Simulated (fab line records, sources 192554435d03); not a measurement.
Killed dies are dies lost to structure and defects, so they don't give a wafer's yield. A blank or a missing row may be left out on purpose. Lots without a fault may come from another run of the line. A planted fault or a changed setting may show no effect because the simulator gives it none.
Chamber matching | flow n5_finfet | N5_BEOL_M4_VIA_ETCH_34 on rie_diel-03: 4 sister chambers
The step etches the open film in C4F6/O2, target depth 69.4 nm, time 65.9 s. 8 wafers are shown with their chamber, then 8 later ones without.

WAFERS WITH THEIR CHAMBER
wafer  | chamber | throttle_valve_pct (%) | showerhead_plenum_p_Torr (Torr)
L081.1 | 3       | 30.93                  | 2.76
L081.5 | 1       | 30.55                  | 2.91
L083.5 | 3       | 30.93                  | 2.76
L083.6 | 0       | 30.35                  | 2.86
L085.3 | 2       | 31.23                  | 2.90
L085.5 | 2       | 31.24                  | 2.90
L085.6 | 1       | 30.55                  | 2.91
L086.1 | 0       | 30.37                  | 2.85

WAFERS WITHOUT THEIR CHAMBER
wafer  | throttle_valve_pct (%) | showerhead_plenum_p_Torr (Torr)
L086.3 | 30.57                  | 2.90
L086.4 | 31.25                  | 2.89
L090.1 | 30.96                  | 2.75
L090.3 | 30.58                  | 2.90
L090.5 | 31.26                  | 2.89
L095.2 | 30.98                  | 2.75
L095.4 | 30.59                  | 2.89
L095.6 | 30.95                  | 2.75

WHICH CHAMBER EACH WENT THROUGH
wafer  | from the rows above | in truth
L086.3 | 1                   | 1
L086.4 | 2                   | 2
L090.1 | 3                   | 3
L090.3 | 1                   | 1
L090.5 | 2                   | 2
L095.2 | 3                   | 3
L095.4 | 1                   | 1
L095.6 | 3                   | 3
Placed correctly: 8 of 8. Can't be placed from these rows: 0. Placed wrongly: 0.
How it was worked out, from the rows above alone: a wafer's distance from a chamber is the root of the sum, over the readings, of the square of ((its reading less the chamber's mean) divided by the reading's scatter). The wafer belongs to the nearest chamber; if the next one is less than 2 further off, it can't be placed. A chamber's mean is the mean of its shown wafers. The scatter: the root of (the sum of the squares of (reading less its chamber's mean) over the shown wafers, divided by (wafers less chambers)).
